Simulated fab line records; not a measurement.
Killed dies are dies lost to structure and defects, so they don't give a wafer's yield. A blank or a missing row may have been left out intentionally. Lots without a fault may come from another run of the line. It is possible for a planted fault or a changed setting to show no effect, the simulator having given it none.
fab line records + flow n5-finfet
[record]
- lots = 7
- wafers = 21
- last-day = 18
route steps=1938 shown BEOL_M1@821 BEOL_M4@1111 PASSIVATION@1936
lots with no fault: from the same line, run without faults
start-h: hours from the record's first day to the start of the lot's first wafer shown + wait-h: time in hours since the lot's previous step + " identical to the entry in the row above + L1.1+2: one row covering several wafers at once + - value missing, or start not given + * or withheld: withheld + < > ~ a bound
route shown NAME@n: names a module that has steps shown in the file, with the first one's number in the route + usual: average and standard deviation across the fault-free wafers + same: alike in all rows + chamber/n: place in a boat + sites: each site's reading + _std_site: their standard deviation + _edge_site: inner sites' mean taken away from outer sites' mean + radius-mm: how far each site lies from the wafer's centre + mask NAME#n: copy n + behind: the tool/chamber that last shaped the wafer + hold: why the lot was held/for how many hours/how that ended + device: names the non-switching transistor (n, p or np) + end of line: the route-end tests of the same wafers + a step without rows: its recipe alone + killed: dies lost to structure and defects at the first sort, not the wafer's yield + map: a wafer's dies, x killed, . not, _ none there
set.NAME: the setting that was run; set.NAME@STEP: the one run at that earlier step + model.NAME: the simulator's own value behind a step, which no gauge read
a table for each step, a row for each wafer; lots at some steps of the route
services: a tool's chamber out of use, with start hour (start-h, from the record's first day; less than 0 if before it), hours out, and reason
[[steps]]
[step N5_BEOL_M1_ANNEAL_87]
[recipe]
- temp-c = 400
- time-s = 240
- ambient = vacuum
[step N5_BEOL_M1_SPUTTER_88]
[recipe]
- material = Cu
- target-thk-a = 45
- temp-c = -20
- chamber-pressure-pa = 0.07
- power-w = withheld
- time-s = 8.29
[usual]
- chamber-pressure-pa = 0.06997/0.00015
- throttle-valve-pct = 30.2/1
| lot.wafer | tool           | chamber | start-h | wait-h | chamber-pressure-pa | throttle-valve-pct |
|-----------|----------------|---------|---------|--------|---------------------|--------------------|
| L788.2    | pvd-sputter-02 | -       | 139.95  | 0.1    | 0.07014             | 31.1               |
| L788.3    | "              | -       | "       | "      | 0.06972             | 28.2               |
| L788.5    | "              | -       | "       | "      | 0.06987             | 28.7               |
| L792.2    | pvd-sputter-01 | -       | 160.30  | 0.1    | 0.06976             | 30.8               |
| L792.5    | "              | -       | "       | "      | 0.07009             | 29.8               |
| L792.6    | "              | -       | "       | "      | 0.06983             | 30.9               |
| L794.1    | pvd-sputter-03 | -       | 180.35  | 0.1    | 0.06974             | 30.4               |
| L794.2    | "              | -       | "       | "      | 0.06986             | 29.4               |
| L794.4    | "              | -       | "       | "      | 0.06975             | 30.9               |
| L795.1    | pvd-sputter-01 | -       | 180.39  | 0.1    | 0.06998             | 32.0               |
| L795.2    | "              | -       | "       | "      | 0.06977             | 29.7               |
| L795.3    | "              | -       | "       | "      | 0.0698              | 29.9               |
| L797.1    | pvd-sputter-01 | -       | 194.56  | 0.1    | 0.07008             | 30.0               |
| L797.2    | "              | -       | "       | "      | 0.06984             | 29.9               |
| L797.6    | "              | -       | "       | "      | 0.07005             | 29.8               |
| L801.1    | pvd-sputter-02 | -       | 209.65  | 0.1    | 0.06991             | 28.0               |
| L801.3    | "              | -       | "       | "      | 0.06997             | 30.6               |
| L801.6    | "              | -       | "       | "      | 0.07002             | 28.8               |
| L810.1    | pvd-sputter-01 | -       | 269.96  | 0.1    | 0.07007             | 31.2               |
| L810.4    | "              | -       | "       | "      | 0.07008             | 30.0               |
| L810.6    | "              | -       | "       | "      | 0.06997             | 29.6               |
[step N5_BEOL_M1_ANNEAL_89]
[recipe]
- temp-c = 400
- time-s = 240
- ambient = vacuum
[usual]
- heater-power-w = 844/73
| lot.wafer | tool           | chamber | start-h | wait-h | heater-power-w |
|-----------|----------------|---------|---------|--------|----------------|
| L788.2    | pvd-sputter-02 | -       | 140.03  | 0.0    | 757            |
| L788.3    | "              | -       | "       | "      | 960            |
| L788.5    | "              | -       | "       | "      | 857            |
| L792.2    | pvd-sputter-01 | -       | 160.38  | 0.0    | 748            |
| L792.5    | "              | -       | "       | "      | 791            |
| L792.6    | "              | -       | "       | "      | 743            |
| L794.1    | pvd-sputter-03 | -       | 180.43  | 0.0    | 833            |
| L794.2    | "              | -       | "       | "      | 804            |
| L794.4    | "              | -       | "       | "      | 932            |
| L795.1    | pvd-sputter-01 | -       | 180.47  | 0.0    | 882            |
| L795.2    | "              | -       | "       | "      | 784            |
| L795.3    | "              | -       | "       | "      | 915            |
| L797.1    | pvd-sputter-01 | -       | 194.64  | 0.0    | 810            |
| L797.2    | "              | -       | "       | "      | 920            |
| L797.6    | "              | -       | "       | "      | 791            |
| L801.1    | pvd-sputter-02 | -       | 209.73  | 0.0    | 953            |
| L801.3    | "              | -       | "       | "      | 915            |
| L801.6    | "              | -       | "       | "      | 883            |
| L810.1    | pvd-sputter-01 | -       | 270.04  | 0.0    | 725            |
| L810.4    | "              | -       | "       | "      | 883            |
| L810.6    | "              | -       | "       | "      | 899            |
[step N5_BEOL_M1_SPUTTER_90]
[recipe]
- material = Cu
- target-thk-a = 45
- temp-c = -20
- chamber-pressure-pa = 0.07
- power-w = withheld
- time-s = 8.29
[usual]
- chamber-pressure-pa = 0.07001/0.00015
- throttle-valve-pct = 30.2/0.98
| lot.wafer | tool           | chamber | start-h | wait-h | chamber-pressure-pa | throttle-valve-pct |
|-----------|----------------|---------|---------|--------|---------------------|--------------------|
| L788.2    | pvd-sputter-02 | -       | 140.17  | 0.1    | 0.06979             | 30.7               |
| L788.3    | "              | -       | "       | "      | 0.07019             | 27.9               |
| L788.5    | "              | -       | "       | "      | 0.07002             | 28.6               |
| L792.2    | pvd-sputter-01 | -       | 160.52  | 0.1    | 0.07022             | 30.8               |
| L792.5    | "              | -       | "       | "      | 0.06998             | 29.8               |
| L792.6    | "              | -       | "       | "      | 0.07017             | 30.8               |
| L794.1    | pvd-sputter-03 | -       | 180.57  | 0.1    | 0.06982             | 30.3               |
| L794.2    | "              | -       | "       | "      | 0.07008             | 29.9               |
| L794.4    | "              | -       | "       | "      | 0.06981             | 31.0               |
| L795.1    | pvd-sputter-01 | -       | 180.61  | 0.1    | 0.06991             | 32.1               |
| L795.2    | "              | -       | "       | "      | 0.06979             | 29.6               |
| L795.3    | "              | -       | "       | "      | 0.06983             | 30.0               |
| L797.1    | pvd-sputter-01 | -       | 194.78  | 0.1    | 0.0701              | 29.6               |
| L797.2    | "              | -       | "       | "      | 0.07                | 29.7               |
| L797.6    | "              | -       | "       | "      | 0.07031             | 29.9               |
| L801.1    | pvd-sputter-02 | -       | 209.87  | 0.1    | 0.07022             | 28.0               |
| L801.3    | "              | -       | "       | "      | 0.0703              | 30.7               |
| L801.6    | "              | -       | "       | "      | 0.06997             | 29.1               |
| L810.1    | pvd-sputter-01 | -       | 270.18  | 0.1    | 0.0701              | 30.8               |
| L810.4    | "              | -       | "       | "      | 0.06999             | 29.8               |
| L810.6    | "              | -       | "       | "      | 0.06992             | 30.1               |
[step N5_BEOL_M1_ANNEAL_91]
[recipe]
- temp-c = 400
- time-s = 240
- ambient = vacuum
[usual]
- heater-power-w = 844/73
| lot.wafer | tool           | chamber | start-h | wait-h | heater-power-w |
|-----------|----------------|---------|---------|--------|----------------|
| L788.2    | pvd-sputter-02 | -       | 140.25  | 0.0    | 739            |
| L788.3    | "              | -       | "       | "      | 997            |
| L788.5    | "              | -       | "       | "      | 855            |
| L792.2    | pvd-sputter-01 | -       | 160.60  | 0.0    | 713            |
| L792.5    | "              | -       | "       | "      | 777            |
| L792.6    | "              | -       | "       | "      | 738            |
| L794.1    | pvd-sputter-03 | -       | 180.65  | 0.0    | 808            |
| L794.2    | "              | -       | "       | "      | 787            |
| L794.4    | "              | -       | "       | "      | 906            |
| L795.1    | pvd-sputter-01 | -       | 180.69  | 0.0    | 921            |
| L795.2    | "              | -       | "       | "      | 817            |
| L795.3    | "              | -       | "       | "      | 913            |
| L797.1    | pvd-sputter-01 | -       | 194.86  | 0.0    | 775            |
| L797.2    | "              | -       | "       | "      | 911            |
| L797.6    | "              | -       | "       | "      | 785            |
| L801.1    | pvd-sputter-02 | -       | 209.95  | 0.0    | 968            |
| L801.3    | "              | -       | "       | "      | 912            |
| L801.6    | "              | -       | "       | "      | 912            |
| L810.1    | pvd-sputter-01 | -       | 270.26  | 0.0    | 751            |
| L810.4    | "              | -       | "       | "      | 908            |
| L810.6    | "              | -       | "       | "      | 895            |
[step N5_BEOL_M1_SPUTTER_92]
[recipe]
- material = Cu
- target-thk-a = 45
- temp-c = -20
- chamber-pressure-pa = 0.07
- power-w = withheld
- time-s = 8.29
[step N5_BEOL_M1_ANNEAL_93]
[recipe]
- temp-c = 400
- time-s = 240
- ambient = vacuum
[step N5_BEOL_M1_SPUTTER_94]
[recipe]
- material = Cu
- target-thk-a = 45
- temp-c = -20
- chamber-pressure-pa = 0.07
- power-w = withheld
- time-s = 8.29
[step N5_BEOL_M1_ANNEAL_95]
[recipe]
- temp-c = 400
- time-s = 240
- ambient = vacuum
[usual]
- heater-power-w = 845/71
| lot.wafer | tool           | chamber | start-h | wait-h | heater-power-w |
|-----------|----------------|---------|---------|--------|----------------|
| L788.2    | pvd-sputter-02 | -       | 140.69  | 0.0    | 744            |
| L788.3    | "              | -       | "       | "      | 978            |
| L788.5    | "              | -       | "       | "      | 876            |
| L792.2    | pvd-sputter-01 | -       | 161.04  | 0.0    | 744            |
| L792.5    | "              | -       | "       | "      | 809            |
| L792.6    | "              | -       | "       | "      | 734            |
| L794.1    | pvd-sputter-03 | -       | 181.09  | 0.0    | 813            |
| L794.2    | "              | -       | "       | "      | 783            |
| L794.4    | "              | -       | "       | "      | 915            |
| L795.1    | pvd-sputter-01 | -       | 181.13  | 0.0    | 887            |
| L795.2    | "              | -       | "       | "      | 763            |
| L795.3    | "              | -       | "       | "      | 898            |
| L797.1    | pvd-sputter-01 | -       | 195.30  | 0.0    | 791            |
| L797.2    | "              | -       | "       | "      | 923            |
| L797.6    | "              | -       | "       | "      | 791            |
| L801.1    | pvd-sputter-02 | -       | 210.39  | 0.0    | 994            |
| L801.3    | "              | -       | "       | "      | 912            |
| L801.6    | "              | -       | "       | "      | 868            |
| L810.1    | pvd-sputter-01 | -       | 270.70  | 0.0    | 751            |
| L810.4    | "              | -       | "       | "      | 919            |
| L810.6    | "              | -       | "       | "      | 917            |
[step N5_BEOL_M1_SPUTTER_96]
[recipe]
- material = Cu
- target-thk-a = 45
- temp-c = -20
- chamber-pressure-pa = 0.07
- power-w = withheld
- time-s = 8.29
[step N5_BEOL_M1_ECD_50]
[recipe]
- material = Cu
- target-thk-a = 3000
[step N5_BEOL_M1_ANNEAL_51]
[recipe]
- temp-c = 225
- time-s = 90
- ambient = N2
[step N5_BEOL_M1_CMP_52]
[recipe]
- stop-on = SiOC
- t-overpolish-s = 6.8
- down-force-psi = 1
- platen-rpm = 50
- clearing-platen-down-force-psi = 1.5
- clearing-platen-rpm = 50
- post-cmp-clean = cu-alkaline
- target-thk-nm = 40
- clearing-platen-pad-velocity-m-s = 0.99484
- pad-velocity-m-s = 0.99484
[usual]
- barrier-field-endpoint-s = 24.4/0.63
- head-pressure-psi = 1.0000/0.0023
- motor-current-A = 6.2/0.69
- overpolish-run-s = 6.799/0.0082
- time-to-endpoint-s = 62/3.3
| lot.wafer | tool   | chamber | start-h | wait-h | barrier-field-endpoint-s | head-pressure-psi | motor-current-A | overpolish-run-s | time-to-endpoint-s |
|-----------|--------|---------|---------|--------|--------------------------|-------------------|-----------------|------------------|--------------------|
| L788.3    | cmp-04 | 2       | 141.40  | 0.2    | 23.6                     | 1.0013            | 5.8             | 6.800            | 59                 |
| L788.2    | "      | 3       | "       | "      | 23.5                     | 0.9973            | 6.7             | 6.796            | 60                 |
| L788.5    | "      | 0       | "       | "      | 23.9                     | 0.9999            | 7.2             | 6.799            | 62                 |
| L792.2    | cmp-01 | 1       | 161.75  | 0.3    | 23.4                     | 0.9993            | 6.4             | 6.803            | 59                 |
| L792.5    | "      | 3       | "       | "      | 23.7                     | 0.9973            | 6.6             | 6.813            | 56                 |
| L792.6    | "      | 0       | "       | "      | 24.8                     | 0.9973            | 5.6             | 6.781            | 65                 |
| L795.3    | cmp-04 | 1       | 181.76  | 0.2    | 32.6                     | 0.7736            | 5.5             | 6.790            | 65                 |
| L795.1    | "      | 2       | "       | "      | 25.3                     | 0.9982            | 6.0             | 6.798            | 64                 |
| L795.2    | "      | 0       | "       | "      | 24.9                     | 0.9961            | 7.1             | 6.793            | 66                 |
| L794.4    | cmp-04 | 0       | 182.04  | 0.3    | 24.6                     | 0.9975            | 7.6             | 6.801            | 64                 |
| L794.2    | "      | 1       | "       | "      | 31.9                     | 0.7730            | 5.9             | 6.795            | 67                 |
| L794.1    | "      | 2       | "       | "      | 23.8                     | 0.9971            | 6.0             | 6.784            | 64                 |
| L797.2    | cmp-04 | 3       | 196.13  | 0.2    | 23.5                     | 0.9985            | 7.1             | 6.811            | 62                 |
| L797.1    | "      | 1       | "       | "      | 31.2                     | 0.7702            | 5.7             | 6.788            | 64                 |
| L797.6    | "      | 2       | "       | "      | 23.7                     | 0.9970            | 5.7             | 6.800            | 61                 |
| L801.1    | cmp-03 | 0       | 211.09  | 0.3    | 25.8                     | 1.0014            | 6.8             | 6.801            | 68                 |
| L801.3    | "      | 1       | "       | "      | 24.2                     | 1.0020            | 5.6             | 6.799            | 63                 |
| L801.6    | "      | 2       | "       | "      | 25.2                     | 0.9965            | 5.2             | 6.803            | 66                 |
| L810.4    | cmp-03 | 2       | 271.36  | 0.1    | 24.5                     | 1.0015            | 5.7             | 6.803            | 60                 |
| L810.1    | "      | 0       | "       | "      | 24.2                     | 1.0010            | 6.9             | 6.792            | 62                 |
| L810.6    | "      | 3       | "       | "      | 24.6                     | 1.0004            | 5.6             | 6.809            | 62                 |
[step N5_BEOL_M4_RC_MEAS_101]
[usual]
- DIBL_N = 36.0/1.8
- DIBL_P = 36.3/2.4
- IOFF_N = 0.16/0.035
- IOFF_P = 0.21/0.036
- ION_N = 673/13
- ION_P = 461/7.2
- SS_N = 71.4/0.6
- SS_P = 73.2/0.7
- VT_N = 250/4
- VT_P = -250.9/2.9
| lot.wafer | tool      | chamber | start-h | wait-h | DIBL_N[mV/V] | DIBL_P[mV/V] | IOFF_N[nA/um] | IOFF_P[nA/um] | ION_N[uA/um] | ION_P[uA/um] | SS_N[mV/dec] | SS_P[mV/dec] | VT_N[mV] | VT_P[mV] |
|-----------|-----------|---------|---------|--------|--------------|--------------|---------------|---------------|--------------|--------------|--------------|--------------|----------|----------|
| L788.2    | prober-02 | 0       | 188.40  | 0.2    | 37.2         | 38.8         | 0.18          | 0.25          | 677          | 467          | 72.2         | 74.2         | 247      | -248.4   |
| L788.3    | "         | 0       | "       | "      | 35.8         | 37.0         | 0.16          | 0.22          | 670          | 460          | 72.6         | 72.5         | 250      | -253.0   |
| L788.5    | "         | 0       | "       | "      | 36.7         | 38.0         | 0.18          | 0.24          | 682          | 467          | 72.6         | 73.1         | 246      | -248.6   |
| L792.2    | prober-02 | 0       | 218.16  | 0.2    | 36.7         | 37.5         | 0.16          | 0.21          | 691          | 464          | 71.2         | 73.5         | 247      | -251.3   |
| L792.5    | "         | 0       | "       | "      | 34.4         | 35.3         | 0.12          | 0.17          | 674          | 464          | 71.1         | 72.7         | 254      | -254.5   |
| L792.6    | "         | 0       | "       | "      | 36.0         | 37.9         | 0.15          | 0.21          | 668          | 464          | 71.5         | 74.5         | 251      | -252.8   |
| L795.1    | prober-01 | 0       | 220.82  | 0.0    | 35.0         | 36.7         | 0.15          | 0.17          | 666          | 447          | 71.3         | 72.6         | 248      | -254.2   |
| L795.2    | "         | 0       | "       | "      | 38.7         | 39.9         | 0.21          | 0.22          | 686          | 459          | 71.3         | 74.2         | 245      | -250.4   |
| L795.3    | "         | 0       | "       | "      | 36.5         | 38.6         | 0.16          | 0.21          | 670          | 456          | 71.4         | 73.8         | 248      | -254.2   |
| L794.1    | prober-02 | 0       | 223.45  | 0.0    | 36.5         | 36.5         | 0.18          | 0.22          | 682          | 465          | 71.7         | 73.0         | 247      | -249.1   |
| L794.2    | "         | 0       | "       | "      | 34.8         | 34.5         | 0.13          | 0.18          | 667          | 460          | 70.7         | 73.4         | 255      | -252.5   |
| L794.4    | "         | 0       | "       | "      | 35.1         | 34.5         | 0.14          | 0.18          | 673          | 459          | 70.9         | 72.8         | 253      | -251.2   |
| L797.1    | prober-02 | 0       | 244.00  | 0.0    | 39.6         | 41.2         | 0.25          | 0.28          | 696          | 471          | 72.2         | 74.6         | 244      | -248.5   |
| L797.2    | "         | 0       | "       | "      | 36.3         | 37.8         | 0.18          | 0.22          | 693          | 467          | 71.2         | 73.0         | 247      | -251.7   |
| L797.6    | "         | 0       | "       | "      | 37.6         | 39.5         | 0.21          | 0.25          | 693          | 466          | 72.3         | 73.8         | 243      | -251.4   |
| L801.1    | prober-02 | 0       | 249.99  | 0.0    | 33.9         | 33.6         | 0.14          | 0.19          | 684          | 466          | 71.4         | 72.8         | 249      | -251.7   |
| L801.3    | "         | 0       | "       | "      | 33.0         | 32.7         | 0.11          | 0.18          | 661          | 459          | 71.2         | 72.5         | 255      | -251.2   |
| L801.6    | "         | 0       | "       | "      | 33.7         | 32.8         | 0.13          | 0.19          | 664          | 455          | 70.8         | 72.1         | 253      | -249.0   |
| L810.1    | prober-01 | 0       | 318.29  | 0.0    | 38.7         | 38.4         | 0.19          | 0.24          | 686          | 467          | 72.1         | 73.6         | 246      | -247.2   |
| L810.4    | "         | 0       | "       | "      | 39.2         | 37.3         | 0.19          | 0.22          | 676          | 459          | 71.9         | 74.3         | 248      | -250.4   |
| L810.6    | "         | 0       | "       | "      | 38.1         | 37.2         | 0.17          | 0.22          | 672          | 456          | 72.2         | 73.8         | 247      | -249.7   |
[step N5_PASSIVATION_PROBE_49]
[usual]
- defect-limited-yield = 91.2/1.4
- killed_at_M0_to_M3 = 35/11
- killed_at_M4_up = 14/5.6
- killed-at-contacts = 12/5.6
- killed-at-front-end = 38/11
- killed-at-other = 4/3.4
- killed-dies = 103/17
- killed-open = 68/12
- killed-short = 33/8.8
- sort_bin_5_function = 5.1/0.89
- sort_bin_6_memory = 3.3/0.71
- sort-n-pass = 1077/17
- sort-yield-pct = 91.2/1.4
[same]
- gross-dies = 1180
- killed-at-back-side = 0
- sort_bin_4_leakage[%] = 0
- sort_bin_8_speed[%] = 0
| lot.wafer | tool      | chamber | start-h | wait-h | defect-limited-yield[%] | killed_at_M0_to_M3 | killed_at_M4_up | killed-at-contacts | killed-at-front-end | killed-at-other | killed-dies | killed-open | killed-short | sort_bin_5_function[%] | sort_bin_6_memory[%] | sort-n-pass | sort-yield-pct[%] |
|-----------|-----------|---------|---------|--------|-------------------------|--------------------|-----------------|--------------------|---------------------|-----------------|-------------|-------------|--------------|------------------------|----------------------|-------------|-------------------|
| L788.2    | prober-02 | -       | 293.34  | 0.1    | 91.3                    | 37                 | 10              | 8                  | 47                  | 1               | 103         | 69          | 26           | 5.0                    | 2.9                  | 1077        | 91.3              |
| L788.3    | prober-02 | -       | 293.39  | 0.1    | 90.4                    | 33                 | 10              | 27                 | 36                  | 7               | 113         | 56          | 48           | 5.3                    | 3.0                  | 1067        | 90.4              |
| L788.5    | prober-02 | -       | 293.49  | 0.2    | 88.6                    | 45                 | 9               | 23                 | 53                  | 5               | 135         | 84          | 42           | 5.9                    | 4.2                  | 1045        | 88.6              |
| L797.6    | prober-01 | -       | 352.86  | 0.3    | 90.5                    | 40                 | 9               | 12                 | 47                  | 4               | 112         | 72          | 39           | 5.9                    | 3.3                  | 1068        | 90.5              |
// killed by level:class
L788.2 FIN_SAQP:geometric-particle:open=12 STI_FIN_REVEAL:geometric-particle:open=10 MOL_CONTACT_COAG:geometric-particle:open=7 BEOL_M0_SAQP:geometric-particle:short=7 HKMG_FIN:area-etch=7 GATE_CUT:geometric-particle:open=6 BEOL_M0_SAQP:geometric-particle:open=6 BEOL_M2:geometric-particle:open=6
L788.3 MOL_CONTACT_COAG:geometric-particle:open=19 BEOL_M1:geometric-particle:short=12 MOL_CONTACT_COAG:geometric-particle:short=8 GATE_CUT:geometric-particle:short=6 BEOL_M0_SAQP:geometric-particle:short=6 BEOL_M1:geometric-particle:open=5 HKMG_FIN:area-etch=5 STI_FIN_REVEAL:geometric-particle:open=4
L788.5 MOL_CONTACT_COAG:geometric-particle:open=19 BEOL_M0_SAQP:geometric-particle:open=19 BEOL_M0_SAQP:geometric-particle:short=15 FIN_SAQP:geometric-particle:open=11 STI_FIN_REVEAL:geometric-particle:open=11 HKMG_FIN:area-etch=7 GATE_CUT:geometric-particle:short=6 FIN_SAQP:geometric-particle:short=5
L797.6 FIN_SAQP:geometric-particle:open=16 BEOL_M0_SAQP:geometric-particle:short=13 MOL_CONTACT_COAG:geometric-particle:open=11 FIN_SAQP:geometric-particle:short=8 BEOL_M0_SAQP:geometric-particle:open=8 BEOL_M1:geometric-particle:open=5 STARTING-WAFER:geometric-particle:open=5 BEOL_M2:geometric-particle:open=4
[[services]]
| tool           | chamber | start-h | hours | kind                           |
|----------------|---------|---------|-------|--------------------------------|
| cmp-01         | -       | 132.22  | 4.6   | pm                             |
| pvd-sputter-02 | -       | 162.27  | 23.5  | repair                         |
| cmp-01         | -       | 178.17  | 4.0   | pm                             |
| cmp-01         | -       | 182.17  | -     | consumable-replace:conditioner |
| cmp-01         | -       | 182.17  | -     | consumable-replace:pad         |
| cmp-01         | -       | 183.39  | 0.2   | repair                         |
| cmp-04         | -       | 227.87  | 4.1   | pm                             |
| cmp-01         | -       | 240.40  | 0.8   | repair                         |
| cmp-03         | -       | 240.84  | 7.0   | pm                             |
| cmp-04         | -       | 249.13  | 2.6   | repair                         |
| cmp-01         | -       | 262.66  | 2.6   | repair                         |
| cmp-01         | -       | 269.90  | 1.7   | repair                         |
[[key]]
[first-sign]
- step = N5_BEOL_M1_CMP_52
- reading = head-pressure-psi
- direction = down
- sigmas = 99+
- usual = 1.0000
- struck = 0.7723
[effect]
- step = N5_BEOL_M1_CMP_52
- reading = barrier-field-endpoint-s
- direction = up
- sigmas = 12
- usual = 24.4
- struck = 31.9
met-at N5_BEOL_M1_CMP_52
struck-wafers L794.2,L795.3,L797.1
[fault]
- kind = process-parameter-drift
- tool = cmp-04
- chamber = 1
- onset-h = 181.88
- steps = N5_BEOL_M1_CMP_52
- channel = down-force-psi
- offset = -0.22802
- shape = step
- end-h = 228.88
- acts-in = these-recipes-only
- stated = 1
